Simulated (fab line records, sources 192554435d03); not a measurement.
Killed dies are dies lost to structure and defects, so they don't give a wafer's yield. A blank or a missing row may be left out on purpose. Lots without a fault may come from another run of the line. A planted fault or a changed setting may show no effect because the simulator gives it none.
Chamber matching | flow n5_finfet | N5_MOL_CONTACT_COAG_CO_FILL_22 on cvd_co-01: 3 sister chambers
The step material Co, precursor CCTBA/H2, target thk 20 nm. 6 wafers are shown with their chamber, then 6 later ones without.

WAFERS WITH THEIR CHAMBER
wafer  | chamber | heater_power_w (W)
L579.2 | 2       | 213
L579.3 | 1       | 254
L579.5 | 0       | 238
L585.1 | 0       | 229
L585.3 | 2       | 219
L585.5 | 1       | 250

WAFERS WITHOUT THEIR CHAMBER
wafer  | heater_power_w (W)
L586.1 | 243
L586.2 | 233
L586.6 | 214
L587.1 | 246
L587.4 | 218
L587.5 | 234

WHICH CHAMBER EACH WENT THROUGH
wafer  | from the rows above     | in truth
L586.1 | can't be placed: 1 or 0 | 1
L586.2 | 0                       | 0
L586.6 | 2                       | 2
L587.1 | can't be placed: 1 or 0 | 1
L587.4 | 2                       | 2
L587.5 | 0                       | 0
Placed correctly: 4 of 6. Can't be placed from these rows: 2 (the true chamber is among the candidates in 2). Placed wrongly: 0.
How it was worked out, from the rows above alone: a wafer's distance from a chamber is the root of the sum, over the readings, of the square of ((its reading less the chamber's mean) divided by the reading's scatter). The wafer belongs to the nearest chamber; if the next one is less than 2 further off, it can't be placed. A chamber's mean is the mean of its shown wafers. The scatter: the root of (the sum of the squares of (reading less its chamber's mean) over the shown wafers, divided by (wafers less chambers)).
